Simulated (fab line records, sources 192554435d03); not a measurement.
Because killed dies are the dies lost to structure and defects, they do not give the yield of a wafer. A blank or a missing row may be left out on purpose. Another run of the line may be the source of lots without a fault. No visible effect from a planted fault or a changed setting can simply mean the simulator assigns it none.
Which of the tools did it? / flow n5 finfet / 72 wafers from 24 lots sampled at 4 of the route's 1938 steps

== WHAT THE GAUGES SHOWED, per wafer ==
N5_BEOL_M5_CD_MEAS_28: target cd 30.6 nm, target cd y 20 nm. Usual: 30.61 nm for cd nm, sd 0.25.
lot=L075; measured=day 8 22:02; on=cd sem-01; cd nm (nm)=30.48 30.26 30.62; flag=
lot=L074; measured=day 9 00:35; on=cd sem-03; cd nm (nm)=30.60 30.55 30.71; flag=
lot=L076; measured=day 9 12:37; on=cd sem-01; cd nm (nm)=30.73 30.77 30.40; flag=
lot=L077; measured=day 9 12:47; on=cd sem-03; cd nm (nm)=30.42 30.44 30.68; flag=
lot=L078; measured=day 9 19:23; on=cd sem-02; cd nm (nm)=30.83 30.95 31.09; flag=
lot=L081; measured=day 10 06:23; on=cd sem-02; cd nm (nm)=30.82 30.78 30.48; flag=
lot=L082; measured=day 10 16:56; on=cd sem-01; cd nm (nm)=30.66 30.69 30.93; flag=
lot=L080; measured=day 10 22:27; on=cd sem-02; cd nm (nm)=30.59 30.44 30.62; flag=
lot=L079; measured=day 10 22:30; on=cd sem-02; cd nm (nm)=31.04 30.90 30.57; flag=
lot=L083; measured=day 11 04:04; on=cd sem-01; cd nm (nm)=30.43 30.49 30.96; flag=
lot=L084; measured=day 11 02:59; on=cd sem-02; cd nm (nm)=31.07 30.92 30.63; flag=
lot=L085; measured=day 11 12:13; on=cd sem-03; cd nm (nm)=30.19 30.89 30.65; flag=
lot=L086; measured=day 11 12:28; on=cd sem-02; cd nm (nm)=30.80 30.77 30.77; flag=
lot=L087; measured=day 12 04:31; on=cd sem-01; cd nm (nm)=30.34 30.78 30.57; flag=
lot=L090; measured=day 12 06:46; on=cd sem-03; cd nm (nm)=30.39 30.91 30.47; flag=
lot=L088; measured=day 12 12:15; on=cd sem-01; cd nm (nm)=30.94 30.59 30.31; flag=
lot=L089; measured=day 12 19:00; on=cd sem-03; cd nm (nm)=30.42 30.48 30.67; flag=
lot=L092; measured=day 12 22:44; on=cd sem-01; cd nm (nm)=30.93 30.60 30.47; flag=
lot=L091; measured=day 12 22:17; on=cd sem-02; cd nm (nm)=30.83 31.08 30.52; flag=
lot=L093; measured=day 13 00:57; on=cd sem-02; cd nm (nm)=30.96 30.33 30.67; flag=
lot=L094; measured=day 13 17:12; on=cd sem-03; cd nm (nm)=30.92 30.84 30.36; flag=
lot=L095; measured=day 14 03:11; on=cd sem-03; cd nm (nm)=30.58 30.12 29.95; flag=
lot=L097; measured=day 14 07:16; on=cd sem-03; cd nm (nm)=30.88 30.89 30.35; flag=
lot=L096; measured=day 14 09:28; on=cd sem-01; cd nm (nm)=30.58 30.18 30.88; flag=

== TOOL THAT RAN EACH LOT (tool first, then ch and the chambers of the sampled wafers, then the start) ==
lot=L075; N5_BEOL_M4_ANNEAL_89=pvd sputter-01, day 8 15:32; N5_BEOL_M4_ANNEAL_95=pvd sputter-01, day 8 16:11; N5_BEOL_M5_ILD_DEP_00=pecvd-02 ch 0,1, day 8 18:37
lot=L074; N5_BEOL_M4_ANNEAL_89=pvd sputter-03, day 8 16:06; N5_BEOL_M4_ANNEAL_95=pvd sputter-03, day 8 16:46; N5_BEOL_M5_ILD_DEP_00=pecvd-02 ch 0,1, day 8 19:50
lot=L076; N5_BEOL_M4_ANNEAL_89=pvd sputter-02, day 9 06:20; N5_BEOL_M4_ANNEAL_95=pvd sputter-02, day 9 06:59; N5_BEOL_M5_ILD_DEP_00=pecvd-01 ch 0,1,2, day 9 09:12
lot=L077; N5_BEOL_M4_ANNEAL_89=pvd sputter-03, day 9 06:29; N5_BEOL_M4_ANNEAL_95=pvd sputter-03, day 9 07:09; N5_BEOL_M5_ILD_DEP_00=pecvd-02 ch 0,1, day 9 10:08
lot=L078; N5_BEOL_M4_ANNEAL_89=pvd sputter-02, day 9 12:44; N5_BEOL_M4_ANNEAL_95=pvd sputter-02, day 9 13:23; N5_BEOL_M5_ILD_DEP_00=pecvd-04 ch 0,1,2, day 9 16:02
lot=L081; N5_BEOL_M4_ANNEAL_89=pvd sputter-01, day 9 22:52; N5_BEOL_M4_ANNEAL_95=pvd sputter-01, day 9 23:35; N5_BEOL_M5_ILD_DEP_00=pecvd-02 ch 1,2, day 10 01:50
lot=L082; N5_BEOL_M4_ANNEAL_89=pvd sputter-01, day 10 08:06; N5_BEOL_M4_ANNEAL_95=pvd sputter-01, day 10 08:50; N5_BEOL_M5_ILD_DEP_00=pecvd-04 ch 0,1,2, day 10 11:04
lot=L080; N5_BEOL_M4_ANNEAL_89=pvd sputter-01, day 10 11:35; N5_BEOL_M4_ANNEAL_95=pvd sputter-01, day 10 12:20; N5_BEOL_M5_ILD_DEP_00=pecvd-01 ch 0,1, day 10 14:40
lot=L079; N5_BEOL_M4_ANNEAL_89=pvd sputter-03, day 10 13:23; N5_BEOL_M4_ANNEAL_95=pvd sputter-03, day 10 14:02; N5_BEOL_M5_ILD_DEP_00=pecvd-02 ch 0,2, day 10 16:31
lot=L083; N5_BEOL_M4_ANNEAL_89=pvd sputter-02, day 10 15:31; N5_BEOL_M4_ANNEAL_95=pvd sputter-02, day 10 16:11; N5_BEOL_M5_ILD_DEP_00=pecvd-01 ch 0,2, day 10 19:16
lot=L084; N5_BEOL_M4_ANNEAL_89=pvd sputter-03, day 10 18:05; N5_BEOL_M4_ANNEAL_95=pvd sputter-03, day 10 18:45; N5_BEOL_M5_ILD_DEP_00=pecvd-02 ch 1,2, day 10 21:46
lot=L085; N5_BEOL_M4_ANNEAL_89=pvd sputter-02, day 11 06:49; N5_BEOL_M4_ANNEAL_95=pvd sputter-02, day 11 07:29; N5_BEOL_M5_ILD_DEP_00=pecvd-02 ch 0,2, day 11 09:41
lot=L086; N5_BEOL_M4_ANNEAL_89=pvd sputter-03, day 11 07:03; N5_BEOL_M4_ANNEAL_95=pvd sputter-03, day 11 07:43; N5_BEOL_M5_ILD_DEP_00=pecvd-02 ch 0,1, day 11 09:57
lot=L087; N5_BEOL_M4_ANNEAL_89=pvd sputter-03, day 11 21:59; N5_BEOL_M4_ANNEAL_95=pvd sputter-03, day 11 22:39; N5_BEOL_M5_ILD_DEP_00=pecvd-01 ch 0,1,2, day 12 00:52
lot=L090; N5_BEOL_M4_ANNEAL_89=pvd sputter-03, day 12 01:01; N5_BEOL_M4_ANNEAL_95=pvd sputter-03, day 12 01:40; N5_BEOL_M5_ILD_DEP_00=pecvd-02 ch 1,2, day 12 04:08
lot=L088; N5_BEOL_M4_ANNEAL_89=pvd sputter-01, day 12 01:09; N5_BEOL_M4_ANNEAL_95=pvd sputter-01, day 12 01:49; N5_BEOL_M5_ILD_DEP_00=pecvd-01 ch 1,2, day 12 04:01
lot=L089; N5_BEOL_M4_ANNEAL_89=pvd sputter-03, day 12 12:09; N5_BEOL_M4_ANNEAL_95=pvd sputter-03, day 12 12:49; N5_BEOL_M5_ILD_DEP_00=pecvd-04 ch 0,1,2, day 12 15:06
lot=L092; N5_BEOL_M4_ANNEAL_89=pvd sputter-02, day 12 15:08; N5_BEOL_M4_ANNEAL_95=pvd sputter-02, day 12 15:48; N5_BEOL_M5_ILD_DEP_00=pecvd-01 ch 0,1,2, day 12 18:06
lot=L091; N5_BEOL_M4_ANNEAL_89=pvd sputter-01, day 12 15:19; N5_BEOL_M4_ANNEAL_95=pvd sputter-01, day 12 15:58; N5_BEOL_M5_ILD_DEP_00=pecvd-04 ch 1,2, day 12 18:36
lot=L093; N5_BEOL_M4_ANNEAL_89=pvd sputter-03, day 12 18:25; N5_BEOL_M4_ANNEAL_95=pvd sputter-03, day 12 19:04; N5_BEOL_M5_ILD_DEP_00=pecvd-02 ch 0,1,2, day 12 21:16
lot=L094; N5_BEOL_M4_ANNEAL_89=pvd sputter-02, day 13 10:31; N5_BEOL_M4_ANNEAL_95=pvd sputter-02, day 13 11:11; N5_BEOL_M5_ILD_DEP_00=pecvd-04 ch 1,2, day 13 13:24
lot=L095; N5_BEOL_M4_ANNEAL_89=pvd sputter-01, day 13 17:40; N5_BEOL_M4_ANNEAL_95=pvd sputter-01, day 13 18:20; N5_BEOL_M5_ILD_DEP_00=pecvd-02 ch 0,2, day 13 20:39
lot=L097; N5_BEOL_M4_ANNEAL_89=pvd sputter-02, day 13 22:58; N5_BEOL_M4_ANNEAL_95=pvd sputter-02, day 13 23:38; N5_BEOL_M5_ILD_DEP_00=pecvd-01 ch 0,1,2, day 14 01:55
lot=L096; N5_BEOL_M4_ANNEAL_89=pvd sputter-03, day 14 02:16; N5_BEOL_M4_ANNEAL_95=pvd sputter-03, day 14 03:01; N5_BEOL_M5_ILD_DEP_00=pecvd-01 ch 1,2, day 14 05:16
- N5_BEOL_M4_ANNEAL_89: time 240 s.
- N5_BEOL_M4_ANNEAL_95: time 240 s.
- N5_BEOL_M5_ILD_DEP_00: deposits SiCOH lowk from DEMS/porogen, target thk 140.64 nm, time 25.9 s.

== AS READ BY THE TOOLS THEMSELVES (means over the sampled wafers that have a number; for cases with no such wafer, the mark the record gives instead) ==
N5_BEOL_M4_ANNEAL_89. Usual: heater power w 816 W, standard deviation 82; susceptor_temp_C_max 401.0, standard deviation 0.38.
lot=L075; tool=pvd sputter-01; heater power w (W)=850; susceptor_temp_C_max=401.0; flag=
lot=L074; tool=pvd sputter-03; heater power w (W)=797; susceptor_temp_C_max=401.0; flag=
lot=L076; tool=pvd sputter-02; heater power w (W)=785; susceptor_temp_C_max=401.3; flag=
lot=L077; tool=pvd sputter-03; heater power w (W)=787; susceptor_temp_C_max=400.6; flag=
lot=L078; tool=pvd sputter-02; heater power w (W)=775; susceptor_temp_C_max=401.3; flag=
lot=L081; tool=pvd sputter-01; heater power w (W)=910; susceptor_temp_C_max=401.1; flag=
lot=L082; tool=pvd sputter-01; heater power w (W)=837; susceptor_temp_C_max=401.3; flag=
lot=L080; tool=pvd sputter-01; heater power w (W)=841; susceptor_temp_C_max=400.8; flag=
lot=L079; tool=pvd sputter-03; heater power w (W)=766; susceptor_temp_C_max=400.6; flag=
lot=L083; tool=pvd sputter-02; heater power w (W)=764; susceptor_temp_C_max=401.1; flag=
lot=L084; tool=pvd sputter-03; heater power w (W)=784; susceptor_temp_C_max=400.9; flag=
lot=L085; tool=pvd sputter-02; heater power w (W)=805; susceptor_temp_C_max=401.5; flag=
lot=L086; tool=pvd sputter-03; heater power w (W)=782; susceptor_temp_C_max=400.7; flag=
lot=L087; tool=pvd sputter-03; heater power w (W)=824; susceptor_temp_C_max=400.9; flag=
lot=L090; tool=pvd sputter-03; heater power w (W)=839; susceptor_temp_C_max=400.7; flag=
lot=L088; tool=pvd sputter-01; heater power w (W)=897; susceptor_temp_C_max=400.9; flag=
lot=L089; tool=pvd sputter-03; heater power w (W)=839; susceptor_temp_C_max=400.5; flag=
lot=L092; tool=pvd sputter-02; heater power w (W)=819; susceptor_temp_C_max=401.3; flag=
lot=L091; tool=pvd sputter-01; heater power w (W)=844; susceptor_temp_C_max=401.1; flag=
lot=L093; tool=pvd sputter-03; heater power w (W)=787; susceptor_temp_C_max=400.7; flag=
lot=L094; tool=pvd sputter-02; heater power w (W)=802; susceptor_temp_C_max=400.8; flag=
lot=L095; tool=pvd sputter-01; heater power w (W)=831; susceptor_temp_C_max=400.8; flag=
lot=L097; tool=pvd sputter-02; heater power w (W)=809; susceptor_temp_C_max=401.2; flag=
lot=L096; tool=pvd sputter-03; heater power w (W)=758; susceptor_temp_C_max=400.7; flag=

N5_BEOL_M4_ANNEAL_95. Usual: heater power w 816 W, standard deviation 79; susceptor_temp_C_max 401.0, standard deviation 0.4.
lot=L075; tool=pvd sputter-01; heater power w (W)=844; susceptor_temp_C_max=400.8; flag=
lot=L074; tool=pvd sputter-03; heater power w (W)=796; susceptor_temp_C_max=400.9; flag=
lot=L076; tool=pvd sputter-02; heater power w (W)=784; susceptor_temp_C_max=401.0; flag=
lot=L077; tool=pvd sputter-03; heater power w (W)=775; susceptor_temp_C_max=400.6; flag=
lot=L078; tool=pvd sputter-02; heater power w (W)=781; susceptor_temp_C_max=401.6; flag=
lot=L081; tool=pvd sputter-01; heater power w (W)=895; susceptor_temp_C_max=401.1; flag=
lot=L082; tool=pvd sputter-01; heater power w (W)=829; susceptor_temp_C_max=401.0; flag=
lot=L080; tool=pvd sputter-01; heater power w (W)=833; susceptor_temp_C_max=400.9; flag=
lot=L079; tool=pvd sputter-03; heater power w (W)=762; susceptor_temp_C_max=400.6; flag=
lot=L083; tool=pvd sputter-02; heater power w (W)=769; susceptor_temp_C_max=401.1; flag=
lot=L084; tool=pvd sputter-03; heater power w (W)=793; susceptor_temp_C_max=400.6; flag=
lot=L085; tool=pvd sputter-02; heater power w (W)=806; susceptor_temp_C_max=400.9; flag=
lot=L086; tool=pvd sputter-03; heater power w (W)=791; susceptor_temp_C_max=400.8; flag=
lot=L087; tool=pvd sputter-03; heater power w (W)=810; susceptor_temp_C_max=400.6; flag=
lot=L090; tool=pvd sputter-03; heater power w (W)=843; susceptor_temp_C_max=400.8; flag=
lot=L088; tool=pvd sputter-01; heater power w (W)=897; susceptor_temp_C_max=401.1; flag=
lot=L089; tool=pvd sputter-03; heater power w (W)=826; susceptor_temp_C_max=400.8; flag=
lot=L092; tool=pvd sputter-02; heater power w (W)=839; susceptor_temp_C_max=401.1; flag=
lot=L091; tool=pvd sputter-01; heater power w (W)=825; susceptor_temp_C_max=401.3; flag=
lot=L093; tool=pvd sputter-03; heater power w (W)=777; susceptor_temp_C_max=400.8; flag=
lot=L094; tool=pvd sputter-02; heater power w (W)=798; susceptor_temp_C_max=401.1; flag=
lot=L095; tool=pvd sputter-01; heater power w (W)=839; susceptor_temp_C_max=401.0; flag=
lot=L097; tool=pvd sputter-02; heater power w (W)=825; susceptor_temp_C_max=401.2; flag=
lot=L096; tool=pvd sputter-03; heater power w (W)=766; susceptor_temp_C_max=400.7; flag=

N5_BEOL_M5_ILD_DEP_00. Usual: heater power outer w 150 W, standard deviation 25; heater power w 326 W, standard deviation 41; rf fwd power W 493.8 W, standard deviation 2.1; showerhead plenum p Torr 5.742 Torr, standard deviation 0.016; showerhead vpp V 1324 V, standard deviation 75; throttle valve pct 13.9 %, standard deviation 0.91.
lot=L075; tool=pecvd-02; heater power outer w (W)=146; heater power w (W)=332; rf fwd power W (W)=494.7; showerhead plenum p Torr (Torr)=5.725; showerhead vpp V (V)=1279; throttle valve pct (%)=13.3; flag=
lot=L074; tool=pecvd-02; heater power outer w (W)=174; heater power w (W)=368; rf fwd power W (W)=496.5; showerhead plenum p Torr (Torr)=5.728; showerhead vpp V (V)=1286; throttle valve pct (%)=13.3; flag=
lot=L076; tool=pecvd-01; heater power outer w (W)=135; heater power w (W)=290; rf fwd power W (W)=492.2; showerhead plenum p Torr (Torr)=5.752; showerhead vpp V (V)=1312; throttle valve pct (%)=14.2; flag=
lot=L077; tool=pecvd-02; heater power outer w (W)=162; heater power w (W)=348; rf fwd power W (W)=495.4; showerhead plenum p Torr (Torr)=5.733; showerhead vpp V (V)=1286; throttle valve pct (%)=13.3; flag=
lot=L078; tool=pecvd-04; heater power outer w (W)=143; heater power w (W)=319; rf fwd power W (W)=495.3; showerhead plenum p Torr (Torr)=5.745; showerhead vpp V (V)=1372; throttle valve pct (%)=14.1; flag=
lot=L081; tool=pecvd-02; heater power outer w (W)=173; heater power w (W)=367; rf fwd power W (W)=492.2; showerhead plenum p Torr (Torr)=5.724; showerhead vpp V (V)=1315; throttle valve pct (%)=13.2; flag=
lot=L082; tool=pecvd-04; heater power outer w (W)=137; heater power w (W)=309; rf fwd power W (W)=494.3; showerhead plenum p Torr (Torr)=5.740; showerhead vpp V (V)=1379; throttle valve pct (%)=14.4; flag=
lot=L080; tool=pecvd-01; heater power outer w (W)=133; heater power w (W)=273; rf fwd power W (W)=494.2; showerhead plenum p Torr (Torr)=5.753; showerhead vpp V (V)=1370; throttle valve pct (%)=15.2; flag=
lot=L079; tool=pecvd-02; heater power outer w (W)=148; heater power w (W)=346; rf fwd power W (W)=493.4; showerhead plenum p Torr (Torr)=5.734; showerhead vpp V (V)=1296; throttle valve pct (%)=13.4; flag=
lot=L083; tool=pecvd-01; heater power outer w (W)=149; heater power w (W)=318; rf fwd power W (W)=494.0; showerhead plenum p Torr (Torr)=5.755; showerhead vpp V (V)=1259; throttle valve pct (%)=13.5; flag=
lot=L084; tool=pecvd-02; heater power outer w (W)=152; heater power w (W)=347; rf fwd power W (W)=492.9; showerhead plenum p Torr (Torr)=5.741; showerhead vpp V (V)=1308; throttle valve pct (%)=13.3; flag=
lot=L085; tool=pecvd-02; heater power outer w (W)=143; heater power w (W)=345; rf fwd power W (W)=492.9; showerhead plenum p Torr (Torr)=5.740; showerhead vpp V (V)=1288; throttle valve pct (%)=13.5; flag=
lot=L086; tool=pecvd-02; heater power outer w (W)=177; heater power w (W)=360; rf fwd power W (W)=494.2; showerhead plenum p Torr (Torr)=5.734; showerhead vpp V (V)=1300; throttle valve pct (%)=13.2; flag=
lot=L087; tool=pecvd-01; heater power outer w (W)=144; heater power w (W)=298; rf fwd power W (W)=493.8; showerhead plenum p Torr (Torr)=5.766; showerhead vpp V (V)=1308; throttle valve pct (%)=14.5; flag=
lot=L090; tool=pecvd-02; heater power outer w (W)=172; heater power w (W)=361; rf fwd power W (W)=493.0; showerhead plenum p Torr (Torr)=5.739; showerhead vpp V (V)=1317; throttle valve pct (%)=13.3; flag=
lot=L088; tool=pecvd-01; heater power outer w (W)=161; heater power w (W)=320; rf fwd power W (W)=492.8; showerhead plenum p Torr (Torr)=5.757; showerhead vpp V (V)=1309; throttle valve pct (%)=13.5; flag=
lot=L089; tool=pecvd-04; heater power outer w (W)=133; heater power w (W)=301; rf fwd power W (W)=494.3; showerhead plenum p Torr (Torr)=5.736; showerhead vpp V (V)=1384; throttle valve pct (%)=14.3; flag=
lot=L092; tool=pecvd-01; heater power outer w (W)=149; heater power w (W)=309; rf fwd power W (W)=493.4; showerhead plenum p Torr (Torr)=5.754; showerhead vpp V (V)=1318; throttle valve pct (%)=14.5; flag=
lot=L091; tool=pecvd-04; heater power outer w (W)=164; heater power w (W)=352; rf fwd power W (W)=494.7; showerhead plenum p Torr (Torr)=5.735; showerhead vpp V (V)=1417; throttle valve pct (%)=14.3; flag=
lot=L093; tool=pecvd-02; heater power outer w (W)=162; heater power w (W)=354; rf fwd power W (W)=492.3; showerhead plenum p Torr (Torr)=5.735; showerhead vpp V (V)=1300; throttle valve pct (%)=13.3; flag=
lot=L094; tool=pecvd-04; heater power outer w (W)=160; heater power w (W)=344; rf fwd power W (W)=494.6; showerhead plenum p Torr (Torr)=5.738; showerhead vpp V (V)=1412; throttle valve pct (%)=14.4; flag=
lot=L095; tool=pecvd-02; heater power outer w (W)=149; heater power w (W)=352; rf fwd power W (W)=493.1; showerhead plenum p Torr (Torr)=5.738; showerhead vpp V (V)=1291; throttle valve pct (%)=13.5; flag=
lot=L097; tool=pecvd-01; heater power outer w (W)=141; heater power w (W)=295; rf fwd power W (W)=494.0; showerhead plenum p Torr (Torr)=5.753; showerhead vpp V (V)=1308; throttle valve pct (%)=14.4; flag=
lot=L096; tool=pecvd-01; heater power outer w (W)=148; heater power w (W)=315; rf fwd power W (W)=492.6; showerhead plenum p Torr (Torr)=5.751; showerhead vpp V (V)=1317; throttle valve pct (%)=13.4; flag=

== THE ANSWER, worked out from the rows above alone ==
Rule: a lot is off if the mean of its wafers that have a number lies more than 3 standard deviations from the usual mean. A lot without any number at a reading at which 4 lots or more have one is off too. The other lots that the step has rows for count as sound. Order of review: gauges by route order, followed by the tools' own readings, for which a lot's mean as printed above is used. At the first step where some lot is off, the reading lying furthest off is the one used; lots without a number count as furthest.
No lot is off on any of the readings shown, so nothing can be concluded from this.

== WHAT THE SIMULATOR HAD INSERTED ==
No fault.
